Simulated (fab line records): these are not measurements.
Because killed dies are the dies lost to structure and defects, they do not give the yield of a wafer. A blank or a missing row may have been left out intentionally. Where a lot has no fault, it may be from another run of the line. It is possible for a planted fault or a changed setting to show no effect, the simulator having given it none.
Matching of chambers	flow n5_finfet	N5_BEOL_M3_PRE_CLEAN_60 on cvd_co-02: 3 sister chambers
The step time 15 s. 3 wafers are shown with their chamber, then 11 later ones without.

== WAFERS PAIRED WITH THEIR CHAMBERS ==
wafer	chamber	heater_power_w (W)
L090.3	0	132
L090.5	1	53
L092.1	2	86

== WAFERS WHOSE CHAMBER IS MISSING ==
wafer	heater_power_w (W)
L092.2	131
L092.5	135
L095.1	133
L095.3	53
L095.4	134
L096.1	131
L096.2	53
L096.3	83
L097.1	54
L097.4	54
L097.5	86

== WHICH CHAMBER EACH WENT THROUGH ==
wafer	from the rows above	in truth
L092.2	0	0
L092.5	0	0
L095.1	0	0
L095.3	1	1
L095.4	0	0
L096.1	0	0
L096.2	1	1
L096.3	2	2
L097.1	1	1
L097.4	1	1
L097.5	2	2
11 of 11 placed correctly. From these rows, 0 cannot be placed. Wrongly placed: 0.
How it was worked out, from the rows above alone: a wafer's distance from a chamber is the root of the sum, over the readings, of the square of ((its reading less the chamber's mean) divided by the reading's scatter). If the next closest chamber is less than 2 further off than the closest, the wafer can't be placed; otherwise it belongs to the closest. The mean given for a chamber averages the wafers shown for that chamber. The scatter: root of mean squared gap, hidden wafer to nearest shown wafer, with one shown wafer a chamber.
